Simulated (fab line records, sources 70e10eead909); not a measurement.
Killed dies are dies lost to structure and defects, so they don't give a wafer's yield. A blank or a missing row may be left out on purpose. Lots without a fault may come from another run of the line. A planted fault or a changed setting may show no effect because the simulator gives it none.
A struck lot beside a sound one | flow nand_harc | 14 steps out of a route of 1159
Sound: wafers L176.1, L176.4, L176.6. Struck: wafers L182.2, L182.5, L182.6. The cause comes at the end.
At each step with rows: each side's tool, then ch and its chambers, then its first start. Under that, the readings that differ: sound wafers | struck wafers | difference of the means | sigmas: that difference in standard deviations of wafers without a fault.
alike: readings whose means differ by less than 2 such deviations, and words and numbers that are the same on both sides. not compared: withheld readings, readings that some wafer has no value for, bounds like >300 that may hide the same value, and numbers for which the record gives no deviation and whose values overlap.
The two part at a step that has a row with sigmas, a row that says differs or no value, or rows on one side only. Numbers that don't overlap but have no deviation are shown without sigmas and don't part them. A reading that every wafer of one side lacks parts them only if that side has two wafers or more.

NHARC_A_STAIRCASE_TRIM_12: chemistry O2, time 211.2 s.
  sound on rie_diel-04 ch 0,3, day 12 18:38; struck on rie_diel-02 ch 1,2, day 14 10:35
  alike: drypump_motor_current_A, oes_product_au, rf_vpp_V, showerhead_plenum_p_Torr, throttle_valve_pct
  not compared: rf_hours_counter_h
NHARC_A_STAIRCASE_ETCH_13: etches the open film in C4F8/O2, target depth 100 nm, time 40.5 s.
  sound on rie_diel-04 ch 1,3; struck on rie_diel-02 ch 0,1,2
  alike: bias_w, chamber_pressure_mTorr, oes_product_au, rf_vpp_V
  not compared: rf_hours_counter_h
then, 3 steps without rows for these wafers: NHARC_A_STAIRCASE_TRIM_14 (chemistry O2, time 211.2 s); NHARC_A_STAIRCASE_ETCH_15 (etches the open film in C4F8/O2, target depth 100 nm, time 40.5 s); NHARC_A_STAIRCASE_TRIM_16 (chemistry O2, time 211.2 s).
NHARC_A_STAIRCASE_ETCH_17: etches the open film in C4F8/O2, target depth 100 nm, time 40.5 s.
  sound on rie_diel-04 ch 0,2; struck on rie_diel-02 ch 0,3
  alike: bias_w, chamber_pressure_mTorr, oes_product_au, rf_vpp_V
  not compared: rf_hours_counter_h
then, 1 step without rows for these wafers: NHARC_A_STAIRCASE_TRIM_18 (chemistry O2, time 211.2 s).
NHARC_A_STAIRCASE_ETCH_19: etches the open film in C4F8/O2, target depth 100 nm, time 40.5 s.
  sound on rie_diel-04 ch 0,2; struck on rie_diel-02 ch 1,2,3
  alike: bias_w, chamber_pressure_mTorr, oes_product_au, rf_vpp_V
  not compared: rf_hours_counter_h
then, 2 steps without rows for these wafers: NHARC_A_STAIRCASE_TRIM_20 (chemistry O2, time 211.2 s); NHARC_A_STAIRCASE_ETCH_21 (etches the open film in C4F8/O2, target depth 100 nm, time 40.5 s).
NHARC_A_STAIRCASE_TRIM_22: chemistry O2, time 211.2 s.
  sound on rie_diel-01 ch 0,3; struck on rie_diel-02 ch 0,1,3
  alike: drypump_motor_current_A, oes_product_au, rf_vpp_V, showerhead_plenum_p_Torr, throttle_valve_pct
  not compared: rf_hours_counter_h
NHARC_A_STAIRCASE_ETCH_23: etches the open film in C4F8/O2, target depth 100 nm, time 40.5 s.
  sound on rie_diel-01 ch 0,1,2, day 12 20:49; struck on rie_diel-02 ch 1,2,3, day 14 12:10
  no value came back on the struck wafers for bias_w (W), chamber_pressure_mTorr (mTorr), oes_product_au (a.u.), rf_vpp_V (V); on the sound wafers bias_w (W) reads 1003.1 1000.4 996.0
  not compared: rf_hours_counter_h
then, 1 step without rows for these wafers: NHARC_A_STAIRCASE_TRIM_24 (chemistry O2, time 211.2 s).
-- the record jumps here: 9 days lie between the struck wafers' starts before and after (it left off in module A_STAIRCASE and takes up again in module END, whose first step shown is number 1159 of the route) --
NHARC_END_SORT_01:
  the record has rows for the struck wafers here (prober-01 ch 0, day 23 05:25) and none for the sound ones

WHERE THEY PART
First at NHARC_A_STAIRCASE_ETCH_23; last, within this record, at NHARC_END_SORT_01.

WHY: what the simulator had put in
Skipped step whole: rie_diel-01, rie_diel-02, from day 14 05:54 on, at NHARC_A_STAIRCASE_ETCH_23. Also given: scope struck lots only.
